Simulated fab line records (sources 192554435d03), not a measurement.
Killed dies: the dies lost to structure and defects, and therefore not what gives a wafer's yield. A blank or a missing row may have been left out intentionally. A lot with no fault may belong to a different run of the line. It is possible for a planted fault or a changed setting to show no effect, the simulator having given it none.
A struck lot beside a sound one -- flow n5 finfet -- 14 out of 1938 route steps
Sound: the wafers L241.1, L241.2, L241.6. Wafers L242.4, L242.5, L242.6 were the ones struck. The cause is named last.
Each step with rows lists, per side, the tool, then ch with its chambers, then its first start. Under that, the readings that differ: sound wafers -- struck wafers -- difference of the means -- sigmas: that difference in standard deviations of wafers without a fault.
alike: readings whose means differ by less than 2 such deviations, and words and numbers that are the same on both sides. not compared: withheld readings, readings that some wafer has no value for, bounds like >300 that may hide the same value, and numbers for which the record gives no deviation and whose values overlap.
A row with sigmas, a row that says differs or no value, or rows on one side alone: a step with any of these is where the two part. Numbers that have no deviation but don't overlap get no sigmas and don't part them. A reading that every wafer of one side lacks parts them only if that side has two wafers or more.

N5_BEOL_M5_ILD_DEP_00: deposits SiCOH lowk from DEMS/porogen, target thk 140.64 nm, time 25.9 s.
  sound on pecvd-02 ch 0,1,2, day 14 15:37; struck on pecvd-03 ch 0,1,2, day 14 09:02
  alike: heater power w, showerhead plenum p Torr, throttle valve pct
N5_BEOL_M5_CURE_79: cures SiCOH lowk, time 240 s.
  sound on uv cure-02 ch 1, day 14 15:41; struck on uv cure-02 ch 0, day 14 09:19
  alike: lamp power pct, wafer_temp_C_max
N5_BEOL_M5_THK_MEAS_01:
  sound on film metro-02, day 14 16:11; struck on film metro-01, day 14 09:36
  alike: M5_ILD_THK
N5_BEOL_M5_PECVD_70: deposits SiO2 from TEOS/O2, target thk 16 nm, time 18 s.
  sound on pecvd-01 ch 0,1,2, day 14 16:14; struck on pecvd-03 ch 0,1,2, day 14 09:39
  alike: heater power w, showerhead plenum p Torr, throttle valve pct
N5_BEOL_M5_HM_DEP_02: deposits TiN, target thk 20 nm.
  sound on pvd sputter-03, day 14 17:11; struck on pvd sputter-02, day 14 09:41
  alike: throttle valve pct
then, 7 steps without rows for these wafers: N5_BEOL_M5_COAT_59 (time 60 s, resist thk 60 nm); N5_BEOL_M5_COAT_60 (time 60 s, resist thk 12 nm); N5_BEOL_M5_COAT_71 (time 60 s, resist thk 5 nm); N5_BEOL_M5_COAT_05 (resist thk 30 nm); N5_BEOL_M5_EBR_07; N5_BEOL_M5_SOFTBAKE_06 (time 60 s); N5_BEOL_M5_EXPOSE_08 (exposes mask M5, target cd 28 nm).
N5_BEOL_M5_PEB_09: peb time 60 s.
  sound on litho track-03 ch 0, day 14 17:38; struck on litho track-04, day 14 10:01
  no value came back on the struck wafers for chill plate temp C (C), exhaust pa (Pa), heater power total W (W); on the sound wafers chill plate temp C (C) reads 22.93 23.00 23.14
then, 1 step without rows for these wafers: N5_BEOL_M5_DEVELOP_10 (develop time 30 s).

## WHERE THEY PART
Only at N5_BEOL_M5_PEB_09, as far as this record shows.

WHY: whatever the simulator had introduced
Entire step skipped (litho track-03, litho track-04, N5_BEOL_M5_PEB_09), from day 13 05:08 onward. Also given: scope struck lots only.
